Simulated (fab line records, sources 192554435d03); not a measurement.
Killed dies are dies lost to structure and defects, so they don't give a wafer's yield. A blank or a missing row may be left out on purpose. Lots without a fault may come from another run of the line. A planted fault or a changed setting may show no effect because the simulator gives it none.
Which tool did it? | flow n5_finfet | 9 lots, 27 wafers sampled, at 6 steps of a route of 1938

WHAT THE GAUGES READ, wafer by wafer
N5_STI_FIN_REVEAL_INSPECT_13: inspects for defects (darkfield). Usual: raw_defect_count 12, standard deviation 6.3.
lot  | measured    | on                | raw_defect_count | flag
L288 | day 2 14:05 | defect_inspect-02 | 19 6 12          |
L290 | day 3 02:37 | defect_inspect-02 | 11 16 12         |
L295 | day 4 08:12 | defect_inspect-01 | 14 21 12         |
L296 | day 4 15:39 | defect_inspect-01 | 436 425 396      | OFF
L299 | day 5 12:42 | defect_inspect-01 | 426 429 415      | OFF
L304 | day 6 13:31 | defect_inspect-01 | 8 26 6           |
L309 | day 7 19:35 | defect_inspect-01 | 10 8 8           |
L310 | day 8 00:59 | defect_inspect-01 | 6 7 4            |
L311 | day 8 07:37 | defect_inspect-02 | 16 14 17         |

N5_BEOL_M4_RC_MEAS_101. Usual: DIBL_N 36.3 mV/V, standard deviation 1.6; DIBL_P 36.4 mV/V, standard deviation 2.1; IOFF_N 0.16 nA/um, standard deviation 0.032; IOFF_P 0.22 nA/um, standard deviation 0.044; ION_N 675 uA/um, standard deviation 12; ION_P 463 uA/um, standard deviation 8.3; SS_N 71.6 mV/dec, standard deviation 0.64; SS_P 73.3 mV/dec, standard deviation 0.67; VT_N 250 mV, standard deviation 3.3; VT_P -250 mV, standard deviation 3.7.
lot  | measured     | on        | DIBL_N (mV/V)  | DIBL_P (mV/V)  | IOFF_N (nA/um) | IOFF_P (nA/um) | ION_N (uA/um) | ION_P (uA/um) | SS_N (mV/dec)  | SS_P (mV/dec)  | VT_N (mV)   | VT_P (mV)      | flag
L288 | day 10 05:23 | prober-01 | 33.9 35.8 33.8 | 34.4 36.6 33.3 | 0.12 0.16 0.12 | 0.18 0.21 0.17 | 664 683 663   | 454 466 460   | 70.7 71.1 71.6 | 72.0 72.7 72.3 | 254 250 252 | -252 -253 -254 |
L290 | day 9 17:16  | prober-01 | 37.6 35.8 35.0 | 38.7 35.3 35.0 | 0.17 0.13 0.12 | 0.21 0.16 0.16 | 675 672 666   | 462 452 455   | 72.0 71.6 70.9 | 73.9 72.1 72.7 | 248 252 252 | -250 -256 -255 |
L295 | day 11 12:28 | prober-01 | 36.8 36.9 37.2 | 38.9 38.7 40.1 | 0.19 0.19 0.20 | 0.26 0.26 0.29 | 690 682 697   | 472 471 486   | 71.3 71.8 71.9 | 74.1 73.6 74.9 | 249 249 247 | -248 -248 -245 |
L296 | day 11 14:42 | prober-01 | 38.7 38.2 37.8 | 39.0 39.1 37.9 | 0.20 0.18 0.18 | 0.32 0.32 0.31 | 664 683 686   | 472 477 484   | 73.3 71.7 72.3 | 73.9 73.5 73.8 | 248 249 247 | -242 -244 -240 |
L299 | day 12 23:00 | prober-02 | 33.7 38.6 35.6 | 32.9 38.7 35.8 | 0.13 0.22 0.17 | 0.20 0.29 0.26 | 674 694 696   | 469 472 479   | 71.2 72.7 71.5 | 71.8 74.4 73.3 | 250 243 249 | -247 -245 -244 |
L304 | day 13 21:56 | prober-02 | 36.4 34.7 35.0 | 36.7 33.9 33.9 | 0.16 0.13 0.14 | 0.23 0.19 0.20 | 685 669 676   | 475 460 463   | 71.0 70.9 71.5 | 73.9 72.7 72.5 | 249 251 251 | -249 -249 -248 |
L309 | day 15 14:51 | prober-02 | 35.6 34.9 36.8 | 35.1 34.2 35.7 | 0.12 0.12 0.14 | 0.18 0.17 0.19 | 648 672 667   | 450 464 461   | 71.4 70.7 70.9 | 73.4 73.2 72.4 | 255 254 252 | -253 -251 -253 |
L310 | day 15 18:29 | prober-02 | 35.4 34.7 40.7 | 36.1 35.6 41.8 | 0.13 0.13 0.24 | 0.16 0.16 0.26 | 665 662 697   | 456 456 463   | 71.8 71.1 73.0 | 72.6 73.2 74.2 | 254 252 245 | -253 -256 -247 |
L311 | day 16 21:25 | prober-01 | 35.7 37.1 35.8 | 34.9 36.6 35.0 | 0.15 0.17 0.15 | 0.21 0.23 0.21 | 665 670 680   | 459 462 463   | 71.9 72.6 72.4 | 72.9 73.0 72.9 | 250 248 253 | -250 -248 -251 |

WHICH TOOL RAN EACH LOT (tool, then ch and the chambers of the sampled wafers, then the start)
lot  | N5_FIN_CUT_CUT_ETCH_27            | N5_STI_FIN_REVEAL_ALD_14         | N5_STI_FIN_REVEAL_ETCH_34       | N5_STI_FIN_REVEAL_OXIDATION_31
L288 | rie_diel-01 ch 0,1, day 2 03:31   | ald_sin-01 ch 1,2,3, day 2 04:44 | rie_si-01 ch 1,2,3, day 2 12:41 | plasma_asher-01 ch 0,1, day 2 12:44
L290 | rie_diel-01 ch 0,1, day 2 16:53   | ald_sin-01 ch 0,2,3, day 2 17:25 | rie_si-02 ch 0,1, day 3 01:55   | plasma_asher-01 ch 0,1, day 3 02:00
L295 | rie_diel-05 ch 0,2,3, day 3 23:01 | ald_sin-02 ch 0,1,2, day 3 23:35 | rie_si-06 ch 0,2,3, day 4 07:30 | plasma_asher-02 ch 0,1, day 4 07:34
L296 | rie_diel-05 ch 0,1,2, day 4 04:08 | ald_sin-01 ch 1,3, day 4 04:45   | rie_si-01 ch 0,3, day 4 14:29   | plasma_asher-01 ch 1, day 4 14:33
L299 | rie_diel-04 ch 0,1,2, day 5 02:31 | ald_sin-01 ch 1,2,3, day 5 03:46 | rie_si-06 ch 0,1, day 5 12:00   | plasma_asher-01 ch 0,1, day 5 12:04
L304 | rie_diel-05 ch 1,2,3, day 6 04:06 | ald_sin-01 ch 0,2, day 6 04:41   | rie_si-01 ch 0,2,3, day 6 12:46 | plasma_asher-02 ch 0,1, day 6 12:50
L309 | rie_diel-04 ch 0,2,3, day 7 09:07 | ald_sin-04 ch 0,2,3, day 7 10:54 | rie_si-02 ch 0,1,2, day 7 18:53 | plasma_asher-01 ch 0,1, day 7 18:57
L310 | rie_diel-05 ch 0,2,3, day 7 15:46 | ald_sin-02 ch 0,1,3, day 7 16:17 | rie_si-01 ch 0,1,2, day 8 00:17 | plasma_asher-01 ch 0,1, day 8 00:21
L311 | rie_diel-05 ch 1,2, day 7 21:34   | ald_sin-02 ch 0,1,3, day 7 22:31 | rie_si-02 ch 0,1,3, day 8 06:53 | plasma_asher-02 ch 0,1, day 8 06:58
- N5_FIN_CUT_CUT_ETCH_27: etches SiO2 in CHF3/O2, target depth 4 nm, overetch 2 nm, time 4.9 s.
- N5_STI_FIN_REVEAL_ALD_14: deposits Si3N4, target thk 3 nm.
- N5_STI_FIN_REVEAL_ETCH_34: etches Si in H2, material Si, target depth 0.97 nm.
- N5_STI_FIN_REVEAL_OXIDATION_31: chemistry O2 PLASMA REMOTE, time 20 s.

WHAT THE TOOLS THEMSELVES READ (means of the sampled wafers that have a number; where no wafer has one, the mark that the record gives instead)
N5_FIN_CUT_CUT_ETCH_27. Usual: drypump_motor_current_A 5.5 A, standard deviation 0.49; oes_product_au 0.63 a.u., standard deviation 0.066; rf_vpp_V 520 V, standard deviation 9; showerhead_plenum_p_Torr 2.42 Torr, standard deviation 0.072; throttle_valve_pct 18.92 %, standard deviation 0.2.
lot  | tool        | drypump_motor_current_A (A) | oes_product_au (a.u.) | rf_vpp_V (V) | showerhead_plenum_p_Torr (Torr) | throttle_valve_pct (%) | flag
L288 | rie_diel-01 | 6.1                         | 0.58                  | 533          | 2.48                            | 18.82                  |
L290 | rie_diel-01 | 6.1                         | 0.58                  | 540          | 2.49                            | 19.05                  |
L295 | rie_diel-05 | 5.0                         | 0.65                  | 515          | 2.40                            | 18.85                  |
L296 | rie_diel-05 | 5.4                         | 0.65                  | 519          | 2.47                            | 18.93                  |
L299 | rie_diel-04 | 5.7                         | 0.63                  | 517          | 2.36                            | 18.82                  |
L304 | rie_diel-05 | 5.5                         | 0.68                  | 517          | 2.42                            | 18.87                  |
L309 | rie_diel-04 | 5.7                         | 0.59                  | 519          | 2.37                            | 19.00                  |
L310 | rie_diel-05 | 5.1                         | 0.62                  | 515          | 2.39                            | 18.88                  |
L311 | rie_diel-05 | 5.8                         | 0.67                  | 520          | 2.48                            | 18.98                  |

N5_STI_FIN_REVEAL_ALD_14. Usual: heater_power_w 851 W, standard deviation 73.
lot  | tool       | heater_power_w (W) | flag
L288 | ald_sin-01 | 861                |
L290 | ald_sin-01 | 817                |
L295 | ald_sin-02 | 813                |
L296 | ald_sin-01 | 897                |
L299 | ald_sin-01 | 866                |
L304 | ald_sin-01 | 868                |
L309 | ald_sin-04 | 819                |
L310 | ald_sin-02 | 850                |
L311 | ald_sin-02 | 852                |

N5_STI_FIN_REVEAL_ETCH_34. Usual: drypump_motor_current_A 5.7 A, standard deviation 0.42; oes_product_au 0.994 a.u., standard deviation 0.015; throttle_valve_pct 25.7 %, standard deviation 0.53.
lot  | tool      | drypump_motor_current_A (A) | oes_product_au (a.u.) | throttle_valve_pct (%) | flag
L288 | rie_si-01 | 5.5                         | 1.001                 | 25.4                   |
L290 | rie_si-02 | 5.5                         | 1.007                 | 25.5                   |
L295 | rie_si-06 | 5.9                         | 1.000                 | 25.5                   |
L296 | rie_si-01 | 6.0                         | 0.979                 | 25.4                   |
L299 | rie_si-06 | 5.4                         | 0.992                 | 25.3                   |
L304 | rie_si-01 | 5.5                         | 0.977                 | 25.5                   |
L309 | rie_si-02 | 5.6                         | 0.983                 | 26.0                   |
L310 | rie_si-01 | 5.6                         | 0.983                 | 25.4                   |
L311 | rie_si-02 | 5.5                         | 0.992                 | 26.0                   |

N5_STI_FIN_REVEAL_OXIDATION_31. Usual: drypump_motor_current_A 5.84 A, standard deviation 0.066; heater_power_w 137 W, standard deviation 14; temp_c_max 150.70, standard deviation 0.25.
lot  | tool            | drypump_motor_current_A (A) | heater_power_w (W) | temp_c_max | flag
L288 | plasma_asher-01 | 5.89                        | 140                | 150.69     |
L290 | plasma_asher-01 | 5.90                        | 139                | 150.81     |
L295 | plasma_asher-02 | 5.80                        | 133                | 150.68     |
L296 | plasma_asher-01 | 5.82                        | 152                | 150.80     |
L299 | plasma_asher-01 | 5.94                        | 140                | 150.86     |
L304 | plasma_asher-02 | 5.79                        | 134                | 150.60     |
L309 | plasma_asher-01 | 5.87                        | 140                | 150.89     |
L310 | plasma_asher-01 | 5.88                        | 149                | 150.72     |
L311 | plasma_asher-02 | 5.79                        | 132                | 150.71     |

THE ANSWER, worked out from the rows above alone
Rule: a lot is off if the mean of its wafers that have a number lies more than 3 standard deviations from the usual mean. A lot without any number at a reading at which 4 lots or more have one is off too. The other lots that the step has rows for count as sound. The gauges are gone through in route order, then the tools' own readings, and for those a lot's mean is taken as printed above. The first step at which some lot is off is used, and at that step the reading that is off furthest; a lot without a number counts as furthest.
Off: L296, L299, at N5_STI_FIN_REVEAL_INSPECT_13 (raw_defect_count).
A tool fits if, at a process step before that reading, it ran every lot that is off, and no sound lot after the first of them. The gauges at N5_STI_FIN_REVEAL_INSPECT_13 are tried like those tools. None of those tried fits.

WHAT THE SIMULATOR HAD PUT IN
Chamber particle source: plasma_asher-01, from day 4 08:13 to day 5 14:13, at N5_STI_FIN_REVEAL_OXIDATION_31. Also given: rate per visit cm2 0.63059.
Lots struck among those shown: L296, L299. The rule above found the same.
